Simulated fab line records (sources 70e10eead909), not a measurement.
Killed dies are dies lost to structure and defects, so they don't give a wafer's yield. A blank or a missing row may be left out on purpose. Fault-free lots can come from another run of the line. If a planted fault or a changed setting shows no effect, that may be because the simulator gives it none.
Which of the tools did it? -- flow nand_harc -- 33 wafers from 11 lots sampled at 4 of the route's 1302 steps

WHAT EACH GAUGE READ, for each wafer
The record lacks any reading of a measuring or inspecting step that a usual standard deviation could be used to judge.

WHAT TOOL EACH LOT RAN ON (gives the tool, then ch and the chambers of the sampled wafers, and finally the start)
lot,NHARC_P_M2_STRIP_18,NHARC_P_M2_PRE_CLEAN_30,NHARC_P_M2_PVD_20,NHARC_P_BONDPAD_ETCH_24
L664,"rie_diel-08 ch 0,2,3, day 6 07:17","pvd_sputter-01, day 6 11:54 or earlier","pvd_sputter-01, day 6 11:54 or earlier","rie_diel-10 ch 0,1,2, day 6 11:54"
L665,"rie_diel-08 ch 0,2,3, day 6 15:44","pvd_sputter-02, day 6 20:32 or earlier","pvd_sputter-02, day 6 20:32 or earlier","rie_diel-05 ch 2,3, day 6 20:32"
L666,"rie_diel-03 ch 0,1,2, day 7 07:54","pvd_sputter-02, day 7 12:35 or earlier","pvd_sputter-02, day 7 12:35 or earlier","rie_diel-12 ch 0,2,3, day 7 12:35"
L669,"rie_diel-08 ch 1,3, day 8 12:17","pvd_sputter-03, day 8 16:52 or earlier","pvd_sputter-03, day 8 16:52 or earlier","rie_diel-05 ch 1,2,3, day 8 16:52"
L668,"rie_diel-07 ch 0,1,2, day 8 12:56","pvd_sputter-01, day 8 17:38 or earlier","pvd_sputter-01, day 8 17:38 or earlier","rie_diel-05 ch 0,1,3, day 8 17:38"
L670,"rie_diel-07 ch 1,3, day 9 06:52","pvd_sputter-02, day 9 11:36 or earlier","pvd_sputter-02, day 9 11:36 or earlier","rie_diel-12 ch 0,1,3, day 9 11:36"
L672,"rie_diel-07 ch 0,1,3, day 9 18:17","pvd_sputter-02, day 9 23:03 or earlier","pvd_sputter-02, day 9 23:03 or earlier","rie_diel-10 ch 0,1, day 9 23:03"
L673,"rie_diel-08 ch 0,1,2, day 10 12:56","pvd_sputter-03, day 10 17:40 or earlier","pvd_sputter-03, day 10 17:40 or earlier","rie_diel-10 ch 0,2,3, day 10 17:40"
L674,"rie_diel-08 ch 0,2,3, day 10 20:30","pvd_sputter-03, day 11 01:05 or earlier","pvd_sputter-03, day 11 01:05 or earlier","rie_diel-12 ch 2,3, day 11 01:05"
L675,"rie_diel-08 ch 0,3, day 11 03:28","pvd_sputter-02, day 11 08:23 or earlier","pvd_sputter-02, day 11 08:23 or earlier","rie_diel-05 ch 1,2, day 11 08:23"
L686,"rie_diel-03 ch 0,1,2, day 16 01:55","pvd_sputter-02, day 16 06:31 or earlier","pvd_sputter-02, day 16 06:31 or earlier","rie_diel-10 ch 0,1,3, day 16 06:31"
- NHARC_P_M2_STRIP_18: strips in N2/H2.
- NHARC_P_M2_PRE_CLEAN_30: time 30 s.
- NHARC_P_M2_PVD_20: deposits TaN, target thk 5 nm, time 8.06 s.
- NHARC_P_BONDPAD_ETCH_24: etches the open film in CF4/N2, target depth 30 nm, time 72.99 s.

WHAT THE TOOLS THEMSELVES READ (means of the sampled wafers that have a number; where no wafer has one, the mark that the record gives instead)
NHARC_P_M2_STRIP_18. Usual: for chamber_pressure_mTorr, 30.002 mTorr with a standard deviation of 0.027; for drypump_motor_current_A, 5.7 A with a standard deviation of 0.32; for oes_product_au, 1.005 a.u. with a standard deviation of 0.011; for rf_fwd_power_W, 997 W with a standard deviation of 3; for rf_vpp_V, 90.6 V with a standard deviation of 0.9; for showerhead_plenum_p_Torr, 2.01 Torr with a standard deviation of 0.074; for throttle_valve_pct, 14.171 % with a standard deviation of 0.0098.
lot,tool,chamber_pressure_mTorr (mTorr),drypump_motor_current_A (A),oes_product_au (a.u.),rf_fwd_power_W (W),rf_vpp_V (V),showerhead_plenum_p_Torr (Torr),throttle_valve_pct (%),flag
L664,rie_diel-08,30.004,5.6,0.997,996,90.4,1.92,14.189,
L665,rie_diel-08,30.011,5.6,1.003,995,89.9,1.92,14.169,
L666,rie_diel-03,30.011,5.9,0.996,995,91.0,2.09,14.162,
L669,rie_diel-08,30.047,5.4,1.023,996,90.6,1.96,14.177,
L668,rie_diel-07,29.993,5.9,0.995,998,90.1,2.05,14.163,
L670,rie_diel-07,30.003,5.8,0.993,999,91.0,2.04,14.174,
L672,rie_diel-07,29.973,5.9,1.005,998,91.4,2.06,14.171,
L673,rie_diel-08,29.991,5.7,1.005,999,89.8,1.97,14.164,
L674,rie_diel-08,29.984,5.6,1.006,998,89.6,1.92,14.173,
L675,rie_diel-08,30.007,5.7,1.010,1002,89.6,1.91,14.168,
L686,rie_diel-03,30.000,5.9,1.002,997,89.9,2.08,14.183,

NHARC_P_M2_PRE_CLEAN_30. Usual: heater_power_w at 410 W, with a standard deviation of 31.
lot,tool,heater_power_w (W),flag
L664,pvd_sputter-01,391,
L665,pvd_sputter-02,414,
L666,pvd_sputter-02,404,
L669,pvd_sputter-03,457,
L668,pvd_sputter-01,415,
L670,pvd_sputter-02,397,
L672,pvd_sputter-02,409,
L673,pvd_sputter-03,431,
L674,pvd_sputter-03,377,
L675,pvd_sputter-02,410,
L686,pvd_sputter-02,417,

NHARC_P_M2_PVD_20. Usual: throttle_valve_pct at 30.2 %, with a standard deviation of 0.99.
lot,tool,throttle_valve_pct (%),flag
L664,pvd_sputter-01,30.4,
L665,pvd_sputter-02,30.5,
L666,pvd_sputter-02,30.0,
L669,pvd_sputter-03,30.8,
L668,pvd_sputter-01,31.2,
L670,pvd_sputter-02,29.6,
L672,pvd_sputter-02,30.3,
L673,pvd_sputter-03,30.3,
L674,pvd_sputter-03,30.5,
L675,pvd_sputter-02,29.9,
L686,pvd_sputter-02,29.8,

NHARC_P_BONDPAD_ETCH_24. Usual: for chamber_pressure_mTorr, 30.002 mTorr with a standard deviation of 0.027; for drypump_motor_current_A, 5.93 A with a standard deviation of 0.28; for oes_product_au, 1.002 a.u. with a standard deviation of 0.012; for rf_fwd_power_W, 297.6 W with a standard deviation of 1; for rf_vpp_V, 314.0 V with a standard deviation of 2.1; for showerhead_plenum_p_Torr, 2.61 Torr with a standard deviation of 0.11; for throttle_valve_pct, 19.796 % with a standard deviation of 0.0096.
lot,tool,chamber_pressure_mTorr (mTorr),drypump_motor_current_A (A),oes_product_au (a.u.),rf_fwd_power_W (W),rf_vpp_V (V),showerhead_plenum_p_Torr (Torr),throttle_valve_pct (%),flag
L664,rie_diel-10,29.966,6.14,1.003,296.9,311.8,2.50,19.786,
L665,rie_diel-05,30.024,5.71,1.000,297.4,313.9,2.63,19.801,
L666,rie_diel-12,30.026,5.81,1.001,297.9,314.2,2.65,19.791,
L669,rie_diel-05,29.997,5.89,1.013,298.2,315.3,2.68,19.799,
L668,rie_diel-05,30.019,6.09,1.006,297.7,315.2,2.70,19.795,
L670,rie_diel-12,29.993,5.78,1.000,296.9,315.4,2.67,19.791,
L672,rie_diel-10,29.984,6.31,1.003,298.3,311.6,2.49,19.795,
L673,rie_diel-10,29.986,5.99,1.005,297.4,311.2,2.50,19.798,
L674,rie_diel-12,30.014,5.69,1.016,297.9,315.2,2.69,19.798,
L675,rie_diel-05,30.013,5.75,1.008,298.6,315.2,2.70,19.793,
L686,rie_diel-10,30.022,6.16,0.946,298.2,313.0,2.50,19.799,OFF

THE ANSWER, worked out from the rows above alone
Rule: a lot is off if the mean of its wafers that have a number lies more than 3 standard deviations from the usual mean. Also off: a lot with no number at a reading for which 4 or more lots have one. The other lots that the step has rows for count as sound. The gauges are gone through in route order, then the tools' own readings, and for those a lot's mean is taken as printed above. At the first step where some lot is off, the reading lying furthest off is the one used; lots without a number count as furthest.
Off: L686 (NHARC_P_BONDPAD_ETCH_24, oes_product_au).
A tool fits if, at that step or a process step before it, it ran every lot that is off, and no sound lot after the first of them. NHARC_P_M2_PRE_CLEAN_30: start missing for some lots; hours and lot order therefore follow NHARC_P_BONDPAD_ETCH_24. NHARC_P_M2_PVD_20: start missing for some lots; hours and lot order therefore follow NHARC_P_BONDPAD_ETCH_24. Can't be told from this: 3 tools fit, rie_diel-03 at NHARC_P_M2_STRIP_18, pvd_sputter-02 at NHARC_P_M2_PRE_CLEAN_30 and NHARC_P_M2_PVD_20, rie_diel-10 at NHARC_P_BONDPAD_ETCH_24.

WHAT WAS PUT IN BY THE SIMULATOR
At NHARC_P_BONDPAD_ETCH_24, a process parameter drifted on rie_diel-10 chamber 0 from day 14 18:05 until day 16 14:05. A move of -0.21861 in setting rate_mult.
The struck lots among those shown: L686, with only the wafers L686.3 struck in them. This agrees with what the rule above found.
